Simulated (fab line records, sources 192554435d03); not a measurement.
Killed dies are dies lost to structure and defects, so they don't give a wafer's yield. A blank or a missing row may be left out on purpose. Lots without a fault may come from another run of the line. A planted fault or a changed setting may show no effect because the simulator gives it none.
fab line records | flow n5_finfet
record lots=7 wafers=39
route steps=1938 shown FIN_SAQP@96 SD_EPI_N@273 GATE_CUT@490
start_h: hours from the record's first day to the start of the lot's first wafer shown | wait_h: hours since the lot's step before | " the same as in the row above | L1.1+2: a row that stands for several wafers | - no value, or no start given | * or withheld: withheld | < > ~ a bound
route shown NAME@n: a module of which the file shows steps, and the number in the route of the first | usual: mean/standard deviation of fault-free wafers | same: alike in all rows | chamber/n: place in a boat | sites: the reading at each site | _std_site: their standard deviation | _edge_site: outer sites' mean less inner sites' | radius_mm: how far each site lies from the wafer's centre | mask NAME#n: copy n | behind: the tool/chamber that last shaped the wafer | hold: why the lot was held/for how many hours/how that ended | device: the transistor (n, p or np) that didn't switch | end of line: the same wafers' tests at the end of the route | a step without rows: its recipe alone | killed: dies lost to structure and defects at the first sort, not the wafer's yield | map: a wafer's dies, x killed, . not, _ none there
set.NAME: the setting as run; set.NAME@STEP: as run at that earlier step | model.NAME: the simulator's own value behind a step, which no gauge read
lots whose settings were changed on purpose; a table a step, a row a wafer
## steps
# step N5_FIN_SAQP_HM_DEP_03
# recipe material=SiNx target_thk_a=380 temp_c=400 precursor=SiH4/NH3/N2 pressure_torr=1.5 rf_w=300 time_s=33.6
# columns lot.wafer tool chamber start_h wait_h set.target_thk_a model.SiNx_of_FIN_SAQP_HM_DEP_03.thk_nm
L076.1 pecvd-03 1 34.25 0.2 380 37.33
L076.2 " 2 " " 521.9 51.12
L076.3 " 0 " " 521.9 51.45
L076.4 " 0 " " 380 37.52
L076.5 " 2 " " 521.9 52.18
L076.6 " 1 " " 380 38.25
L079.2 pecvd-01 0 50.99 0.2 380 37.83
L079.4 " 0 " " 380 38.17
L079.6 " 2 " " 380 38.26
L085.1 pecvd-02 0 87.14 0.2 498.1 49.06
L085.2 " 2 " " 498.1 49.32
L085.3 " 1 " " 380 37.67
L085.4 " 2 " " 498.1 50.05
L085.5 " 1 " " 380 38.67
L085.6 " 0 " " 380 38.24
L089.1 pecvd-01 2 110.98 0.2 380 37.48
L089.2 " 1 " " 217.4 21.2
L089.3 " 0 " " 380 37.79
L089.4 " 2 " " 217.4 21.81
L089.5 " 0 " " 380 38.03
L089.6 " 1 " " 217.4 21.33
L092.1 pecvd-01 1 128.68 0.2 380 37.72
L092.2 " 0 " " 380 37.97
L092.3 " 2 " " 380 38.06
L092.4 " 1 " " 380 37.96
L092.5 " 0 " " 380 38.6
L092.6 " 2 " " 380 38.55
L094.1 pecvd-03 1 141.87 0.2 380 38.03
L094.2 " 2 " " 300.2 28.96
L094.3 " 0 " " 380 37.79
L094.4 " 0 " " 300.2 29.88
L094.5 " 1 " " 300.2 29.87
L094.6 " 2 " " 380 37.93
L096.1 pecvd-03 2 154.33 0.2 210.8 20.83
L096.2 " 0 " " 380 37.66
L096.3 " 1 " " 210.8 21.74
L096.4 " 1 " " 380 38.77
L096.5 " 2 " " 210.8 21.61
L096.6 " 0 " " 380 38.55
# step N5_FIN_SAQP_THK_MEAS_05
# usual thk_nm=38.0/0.46
# columns lot.wafer tool chamber start_h wait_h set.target_thk_a@FIN_SAQP_HM_DEP_03 thk_nm
L076.1 film_metro-02 - 34.34 0.1 380 37.4
L076.2 " - " " 521.9 51.2
L076.3 " - " " 521.9 51.4
L076.4 " - " " 380 37.5
L076.5 " - " " 521.9 52.2
L076.6 " - " " 380 38.3
L079.2 film_metro-01 - 51.08 0.1 380 37.8
L079.4 " - " " 380 38.2
L079.6 " - " " 380 38.3
L085.1 film_metro-01 - 87.22 0.1 498.1 49.1
L085.2 " - " " 498.1 49.3
L085.3 " - " " 380 37.7
L085.4 " - " " 498.1 50.1
L085.5 " - " " 380 38.7
L085.6 " - " " 380 38.3
L089.1 film_metro-02 - 111.07 0.1 380 37.5
L089.2 " - " " 217.4 21.1
L089.3 " - " " 380 37.8
L089.4 " - " " 217.4 21.8
L089.5 " - " " 380 38.1
L089.6 " - " " 217.4 21.4
L092.1 film_metro-02 - 128.77 0.1 380 37.7
L092.2 " - " " 380 38.0
L092.3 " - " " 380 38.1
L092.4 " - " " 380 37.9
L092.5 " - " " 380 38.6
L092.6 " - " " 380 38.6
L094.1 film_metro-02 - 141.95 0.1 380 38.0
L094.2 " - " " 300.2 28.9
L094.3 " - " " 380 37.8
L094.4 " - " " 300.2 29.9
L094.5 " - " " 300.2 29.9
L094.6 " - " " 380 38.0
L096.1 film_metro-01 - 154.42 0.1 210.8 20.8
L096.2 " - " " 380 37.7
L096.3 " - " " 210.8 21.8
L096.4 " - " " 380 38.8
L096.5 " - " " 210.8 21.6
L096.6 " - " " 380 38.6
# step N5_FIN_SAQP_SPACER1_ALD_24
# recipe material=SiO2 target_thk_a=203 temp_c=300 ald_precursor_family=BDEAS ald_co_reactant=O2-plasma pulse_time_s=1 purge_time_s=2 co_reactant_purge_time_s=2 ald_cycles=218 pressure_torr=2
# columns lot.wafer tool chamber start_h wait_h set.ald_cycles model.SiO2_of_FIN_SAQP_SPACER1_ALD_24.thk_nm
L076.1+2+5 ald_sin-04 3,1,0 36.61 0.3 218 20.4
L076.3+4+6 " 0,2,1 " " 158 14.8
L079.2+4+6 ald_sin-04 3,0,3 53.48 0.7 218 20.4
L085.1+3+6 ald_sin-01 1,0,1 90.26 1.2 218 20.2
L085.2 " 3 " " 302 28.2
L085.4 " 2 " " 302 27.8
L085.5 " 0 " " 302 28
L089.1 ald_sin-04 3 112.82 0.3 282 26.4
L089.2+4 " 2,0 " " 218 20.4
L089.3+6 " 1 " " 282 26.2
L089.5 " 2 " " 218 20.2
L092.1 ald_sin-01 0 130.61 0.3 340 31.8
L092.2+4 " 2,1 " " 340 31.6
L092.3 " 3 " " 218 20.4
L092.5+6 " 2,1 " " 218 20.2
L094.1+6 ald_sin-02 2 144.22 0.3 218 20.2
L094.2 " 3 " " 218 20.4
L094.3+4 " 1,0 " " 310 28.8
L094.5 " 3 " " 310 29
L096.1+2+5 ald_sin-04 1,2,1 158.87 2.8 218 20.4
L096.3+4+6 " 0,3,2 " " 297 27.8
# step N5_FIN_SAQP_SPACER1_ETCHBACK_25
# recipe chemistry=CHF3/O2 mode=anisotropic_etchback target=SiO2 target_depth_a=244 time_s=12.2 pressure_mtorr=30 source_w=650 bias_w=170 Ar_flow_sccm=200 CHF3_flow_sccm=50 O2_flow_sccm=5 ion_energy_ev=200
# step N5_FIN_SAQP_MANDREL1_REMOVE_56
# recipe chemistry=HBr/Cl2/O2 bt_time_s=10 target=a-Si stop_on=SiNx endpoint=OES-SiCl over_etch_frac=1 icp_w=600 bias_w=22 HBr_flow_sccm=150 Cl2_flow_sccm=80 O2_flow_sccm=5 pressure_mtorr=10
# columns lot.wafer tool chamber start_h wait_h set.ald_cycles@FIN_SAQP_SPACER1_ALD_24 model.FIN_SAQP.cd_nm
L076.1 rie_si-06 1 37.42 0.1 218 20.2
L076.2+5 " 0 " " 218 20.4
L076.3+4+6 " 2,3,3 " " 158 14.8
L079.2+4 rie_si-02 0,3 54.30 0.1 218 20.4
L079.6 " 1 " " 218 20.2
L085.1+3+6 rie_si-01 2,1,1 91.06 0.1 218 20.2
L085.2 " 0 " " 302 28.2
L085.4+5 " 3,2 " " 302 28
L089.1 rie_si-02 3 113.63 0.1 282 26.4
L089.2+4 " 2,0 " " 218 20.4
L089.3+6 " 1 " " 282 26.2
L089.5 " 0 " " 218 20.2
L092.1+2+4 rie_si-06 2,3,0 131.61 0.1 340 31.6
L092.3+5+6 " 1,3,0 " " 218 20.2
L094.1 rie_si-01 2 145.03 0.1 218 20.2
L094.2+6 " 0,3 " " 218 20.4
L094.3+4 " 3,1 " " 310 28.8
L094.5 " 2 " " 310 29
L096.1+2+5 rie_si-01 2,3,2 159.68 0.1 218 20.4
L096.3+6 " 1,3 " " 297 27.8
L096.4 " 0 " " 297 28
# step N5_FIN_SAQP_CD_MEAS_27
# recipe target_cd_nm=20 landing_energy_ev=1000 detector=se_inlens polarity=line
# usual cd_nm=20.27/0.21
# columns lot.wafer tool chamber start_h wait_h set.ald_cycles@FIN_SAQP_SPACER1_ALD_24 cd_nm
L076.1 cd_sem-03 0 37.52 0.1 218 19.71
L076.2 " 0 " " 218 20.28
L076.3 " 0 " " 158 15.35
L076.4 " 0 " " 158 14.44
L076.5 " 0 " " 218 20.60
L076.6 " 0 " " 158 14.92
L079.2 cd_sem-03 0 54.41 0.1 218 19.81
L079.4 " 0 " " 218 19.92
L079.6 " 0 " " 218 20.00
L085.1 cd_sem-03 0 91.17 0.1 218 20.34
L085.2 " 0 " " 302 28.49
L085.3 " 0 " " 218 19.98
L085.4 " 0 " " 302 27.50
L085.5 " 0 " " 302 27.86
L085.6 " 0 " " 218 19.86
L089.1 cd_sem-01 0 113.74 0.1 282 26.05
L089.2 " 0 " " 218 20.18
L089.3 " 0 " " 282 26.22
L089.4 " 0 " " 218 20.27
L089.5 " 0 " " 218 20.35
L089.6 " 0 " " 282 26.24
L092.1 cd_sem-03 0 131.72 0.1 340 31.77
L092.2 " 0 " " 340 31.65
L092.3 " 0 " " 218 20.43
L092.4 " 0 " " 340 31.43
L092.5 " 0 " " 218 20.26
L092.6 " 0 " " 218 20.15
L094.1 cd_sem-02 0 145.14 0.1 218 20.28
L094.2 " 0 " " 218 20.25
L094.3 " 0 " " 310 28.59
L094.4 " 0 " " 310 28.86
L094.5 " 0 " " 310 29.02
L094.6 " 0 " " 218 20.04
L096.1 cd_sem-03 0 159.79 0.1 218 20.54
L096.2 " 0 " " 218 20.29
L096.3 " 0 " " 297 27.97
L096.4 " 0 " " 297 28.19
L096.5 " 0 " " 218 20.32
L096.6 " 0 " " 297 27.85
# step N5_FIN_SAQP_ETCH_57
# recipe chemistry=CH3F/O2 target=SiNx mask_material=SiO2 target_depth_a=325 time_s=46.4 pressure_mtorr=30 source_w=395 bias_w=73 Ar_flow_sccm=150 CH3F_flow_sccm=30 O2_flow_sccm=20 ion_energy_ev=120 ends=cleared
# step N5_FIN_SAQP_ETCH_65
# recipe chemistry=CF4 target=SiO2 target_depth_a=40 ion_energy_ev=350 time_s=4.4 pressure_mtorr=10 icp_w=800 bias_w=400 cf4_flow_sccm=80
# step N5_FIN_SAQP_MANDREL2_REMOVE_60
# recipe chemistry=HBr/Cl2/O2 bt_time_s=10 target=a-Si stop_on=SiNx endpoint=OES-SiCl over_etch_frac=1 icp_w=600 bias_w=22 HBr_flow_sccm=150 Cl2_flow_sccm=80 O2_flow_sccm=5 pressure_mtorr=10
# step N5_FIN_SAQP_HM_OPEN_33
# recipe chemistry=CH3F/O2 target=SiNx mask_material=SiO2 target_depth_a=494 time_s=70.6 pressure_mtorr=30 source_w=395 bias_w=73 Ar_flow_sccm=150 CH3F_flow_sccm=30 O2_flow_sccm=20 ion_energy_ev=120 ends=cleared
# usual etch_rf_on_time_s=69.0/1.2
# columns lot.wafer tool chamber start_h wait_h set.target_thk_a@FIN_SAQP_HM_DEP_03 etch_rf_on_time_s model.etch.depth_nm
L076.1 rie_diel-05 3 40.02 0.0 380 66.3 36.67
L076.2 " 1 " " 521.9 94.1 50.49
L076.3 " 0 " " 521.9 94.3 50.78
L076.4 " 1 " " 380 68.3 36.89
L076.5 " 3 " " 521.9 93.8 51.56
L076.6 " 0 " " 380 69.7 37.59
L079.2 rie_diel-03 2 56.12 0.1 380 67.7 37.2
L079.4 " 0 " " 380 70.2 37.5
L079.6 " 0 " " 380 69.5 37.63
L085.1 rie_diel-04 3 92.78 0.0 498.1 89.4 48.43
L085.2 " 1 " " 498.1 91.2 48.69
L085.3 " 0 " " 380 68.4 37.04
L085.4 " 2 " " 498.1 93.4 49.4
L085.5 " 2 " " 380 71.5 38.05
L085.6 " 3 " " 380 69.7 37.61
L089.1 rie_diel-05 2 115.61 0.0 380 67.4 36.85
L089.2 " 1 " " 217.4 38.3 20.57
L089.3 " 3 " " 380 67.9 37.12
L089.4 " 0 " " 217.4 38.8 21.14
L089.5 " 0 " " 380 69.0 37.4
L089.6 " 3 " " 217.4 37.8 20.66
L092.1 rie_diel-04 1 133.35 0.0 380 68.3 37.07
L092.2 " 2 " " 380 69.9 37.35
L092.3 " 0 " " 380 69.1 37.35
L092.4 " 3 " " 380 68.8 37.33
L092.5 " 2 " " 380 70.3 37.88
L092.6 " 1 " " 380 69.8 37.92
L094.1 rie_diel-04 3 147.74 0.0 380 68.9 37.4
L094.2 " 1 " " 300.2 52.4 28.31
L094.3 " 0 " " 380 69.0 37.15
L094.4 " 2 " " 300.2 54.5 29.26
L094.5 " 3 " " 300.2 53.9 29.24
L094.6 " 0 " " 380 69.6 37.31
L096.1 rie_diel-03 2 161.45 0.0 210.8 36.9 20.2
L096.2 " 3 " " 380 69.1 37.01
L096.3 " 1 " " 210.8 39.1 21.11
L096.4 " 0 " " 380 71.8 38.13
L096.5 " 2 " " 210.8 38.2 20.97
L096.6 " 1 " " 380 69.8 37.92
# step N5_FIN_SAQP_ETCH_34
# recipe chemistry=C4F6/O2 target=SiO2 target_depth_a=450 time_s=15 ion_energy_ev=250 pressure_mtorr=30 source_w=345 bias_w=185 Ar_flow_sccm=300 C4F6_flow_sccm=10 O2_flow_sccm=10 ends=cleared
# step N5_FIN_SAQP_STRIP_77
# recipe chemistry=N2/H2 time_s=90 power_w=100 temp_c=40 pressure_mtorr=100 rf_frequency_hz=6e+07 bias_power_w=3 n2_flow_sccm=300 h2_flow_sccm=300
# step N5_FIN_SAQP_PRECLEAN_38
# recipe chemistry=O3/DIW time_s=45 temp_c=22 o3_ppm=10
# step N5_FIN_SAQP_PRECLEAN_45
# recipe chemistry=dHF time_s=10 dilution=500:1 temp_c=25
# columns lot.wafer tool chamber start_h wait_h set.target_thk_a@FIN_SAQP_HM_DEP_03 model.SiNx_of_FIN_SAQP_HM_DEP_03.thk_nm
L076.1 wet_bench-05 1 40.48 0.0 380 20.2
L076.2 " 4 " " 521.9 34.2
L076.3 " 5 " " 521.9 34.4
L076.4 " 3 " " 380 20.8
L076.5 " 0 " " 521.9 35.2
L076.6 " 2 " " 380 21.6
L079.2+4 wet_bench-02 6,5 56.59 0.0 380 21
L079.6 " 4 " " 380 21.2
L085.1 wet_bench-02 0 93.24 0.0 498.1 31.8
L085.2 " 2 " " 498.1 32.4
L085.3 " 7 " " 380 20.6
L085.4 " 1 " " 498.1 32.8
L085.5 " 6 " " 380 21.4
L085.6 " 3 " " 380 21.2
L089.1 wet_bench-05 0 116.09 0.0 380 20
L089.2 " 5 " " 217.4 4.4
L089.3 " 3 " " 380 20.4
L089.4+6 " 4,7 " " 217.4 4.6
L089.5 " 6 " " 380 20.8
L092.1+4 wet_bench-05 3,6 133.81 0.0 380 20.8
L092.2+3 " 1,0 " " 380 21
L092.5+6 " 2,7 " " 380 21.4
L094.1 wet_bench-05 6 148.20 0.0 380 20.8
L094.2 " 1 " " 300.2 11.8
L094.3+6 " 3,0 " " 380 21
L094.4+5 " 2,7 " " 300.2 12.6
L096.1 wet_bench-05 7 161.91 0.0 210.8 3.6
L096.2 " 3 " " 380 20.4
L096.3 " 5 " " 210.8 4.8
L096.4 " 0 " " 380 21.8
L096.5 " 4 " " 210.8 4.6
L096.6 " 6 " " 380 21.4
# step N5_SD_EPI_N_DESCUM_14
# recipe chemistry=O2 time_s=7.9 source_power_w=50 bias_power_w=20 pressure_mtorr=20 rf_frequency_hz=2.712e+07 temp_c=40 resist=CAR-ArF-block o2_flow_sccm=225
# columns lot.wafer tool chamber start_h wait_h set.time_s model.CAR-ArF-block_of_SD_EPI_N_COAT_03.thk_nm
L076.1+4 rie_diel-04 2,3 62.91 0.3 7.9 143.4
L076.2+6 " 1,2 " " 5.655 144.6
L076.3 " 0 " " 7.9 143.2
L076.5 " 1 " " 5.655 145
L079.2+4 rie_diel-03 0,3 78.53 0.2 7.9 144.8
L079.6 " 3 " " 7.9 144.4
L085.1+4+6 rie_diel-03 2 115.42 0.1 7.9 144
L085.2+3+5 " 1 " " 7.9 144.2
L089.1 rie_diel-03 1 139.57 0.0 7.9 143.4
L089.2 " 2 " " 7.9 143.2
L089.3+6 " 3,2 " " 6.359 144.4
L089.4 " 0 " " 6.359 144.2
L089.5 " 3 " " 7.9 143
L092.1+4 rie_diel-05 2,1 158.38 0.0 7.9 144.2
L092.2 " 3 " " 7.9 144.8
L092.3+5 " 0 " " 7.9 144
L092.6 " 3 " " 7.9 143.8
L094.1+2+4+5 rie_diel-04 1,2,0,1 170.36 0.1 7.9 144
L094.3+6 " 3,0 " " 7.9 144.2
L096.1+4+6 rie_diel-05 0,2,1 189.36 0.0 9.933 142.6
L096.2+5 " 1,0 " " 7.9 143.8
L096.3 " 3 " " 7.9 143.6
# step N5_GATE_CUT_DESCUM_18
# recipe chemistry=O2 time_s=7 source_power_w=50 bias_power_w=20 pressure_mtorr=20 rf_frequency_hz=2.712e+07 temp_c=40 resist=CAR-EUV o2_flow_sccm=225
# columns lot.wafer tool chamber start_h wait_h set.time_s model.CAR-EUV_of_GATE_CUT_COAT_07.thk_nm
L076.1+6 rie_diel-06 1,3 97.69 0.1 7 26
L076.2 " 3 " " 7 25.8
L076.3+4+5 " 2,0,2 " " 5.308 26.8
L079.2+4+6 rie_diel-01 0,1,0 113.51 0.0 7 26.2
L085.1+3+4 rie_diel-01 2,3,1 150.11 0.0 5.373 26.8
L085.2+5+6 " 0,2,1 " " 7 26
L089.1+4 rie_diel-02 1,3 175.93 0.1 7 26.2
L089.2+3+5+6 " 0,2,0,3 " " 7 26
L092.1+2+6 rie_diel-02 3,2,3 193.05 0.0 3.362 28
L092.3+5 " 1,2 " " 7 26.2
L092.4 " 0 " " 7 26
L094.1+5+6 rie_diel-01 3,3,0 205.99 0.0 7 26.2
L094.2+3 " 1,0 " " 9.318 25
L094.4 " 2 " " 9.318 24.8
L096.1+4+5 rie_diel-06 3,2,3 224.26 0.6 7 26
L096.2+3+6 " 0,2,0 " " 8.299 25.4
# step N5_GATE_CUT_ETCH_28
# recipe chemistry=N2/H2 target=underlayer target_depth_a=130 mask_material=CAR-EUV time_s=10.4 ion_energy_ev=200 pressure_mtorr=30 source_w=840 bias_w=150 n2_flow_sccm=200 h2_flow_sccm=200 ends=cleared
# columns lot.wafer tool chamber start_h wait_h set.time_s@GATE_CUT_DESCUM_18 model.CAR-EUV_of_GATE_CUT_COAT_07.thk_nm
L076.1+6 rie_diel-06 1,3 97.72 0.0 7 14.6
L076.2 " 3 " " 7 14.4
L076.3 " 2 " " 5.308 15.2
L076.4+5 " 0,2 " " 5.308 15.4
L079.2+4 rie_diel-01 0,1 113.54 0.0 7 14.6
L079.6 " 0 " " 7 14.8
L085.1+4 rie_diel-01 2,1 150.15 0.0 5.373 15.2
L085.2+5 " 0,2 " " 7 14.6
L085.3 " 3 " " 5.373 15.4
L085.6 " 1 " " 7 14.4
L089.1+3+4+5+6 rie_diel-02 1,2,3,0,3 175.97 0.0 7 14.6
L089.2 " 0 " " 7 14.4
L092.1 rie_diel-02 3 193.08 0.0 3.362 16.6
L092.2+6 " 2,3 " " 3.362 16.4
L092.3+5 " 1,2 " " 7 14.8
L092.4 " 0 " " 7 14.6
L094.1+6 rie_diel-01 3,0 206.03 0.0 7 14.8
L094.2+4 " 1,2 " " 9.318 13.4
L094.3 " 0 " " 9.318 13.6
L094.5 " 3 " " 7 14.6
L096.1+4+5 rie_diel-06 3,2,3 224.29 0.0 7 14.6
L096.2+6 " 0 " " 8.299 13.8
L096.3 " 2 " " 8.299 14
## key
split step=N5_FIN_SAQP_HM_DEP_03 setting=target_thk_a stated=380 by=wafer
response step=N5_FIN_SAQP_HM_DEP_03 reading=model.SiNx_of_FIN_SAQP_HM_DEP_03.thk_nm change=+0.377 per=1% r=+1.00
response step=N5_FIN_SAQP_THK_MEAS_05 reading=thk_nm change=* per=1% r=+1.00
response step=N5_FIN_SAQP_HM_OPEN_33 reading=etch_rf_on_time_s change=* per=1% r=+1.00
response step=N5_FIN_SAQP_HM_OPEN_33 reading=model.etch.depth_nm change=+0.378 per=1% r=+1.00
response step=N5_FIN_SAQP_PRECLEAN_45 reading=model.SiNx_of_FIN_SAQP_HM_DEP_03.thk_nm change=+0.374 per=1% r=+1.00
split step=N5_FIN_SAQP_SPACER1_ALD_24 setting=ald_cycles stated=218 by=wafer
response step=N5_FIN_SAQP_SPACER1_ALD_24 reading=model.SiO2_of_FIN_SAQP_SPACER1_ALD_24.thk_nm change=+0.203 per=1% r=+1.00
response step=N5_FIN_SAQP_MANDREL1_REMOVE_56 reading=model.FIN_SAQP.cd_nm change=+0.203 per=1% r=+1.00
response step=N5_FIN_SAQP_CD_MEAS_27 reading=cd_nm change=+0.203 per=1% r=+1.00
split step=N5_SD_EPI_N_DESCUM_14 setting=time_s stated=7.9 by=wafer
response step=N5_SD_EPI_N_DESCUM_14 reading=model.CAR-ArF-block_of_SD_EPI_N_COAT_03.thk_nm change=-0.0492 per=1% r=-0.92
split step=N5_GATE_CUT_DESCUM_18 setting=time_s stated=7 by=wafer
response step=N5_GATE_CUT_DESCUM_18 reading=model.CAR-EUV_of_GATE_CUT_COAT_07.thk_nm change=-0.036 per=1% r=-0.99
response step=N5_GATE_CUT_ETCH_28 reading=model.CAR-EUV_of_GATE_CUT_COAT_07.thk_nm change=-0.0346 per=1% r=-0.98
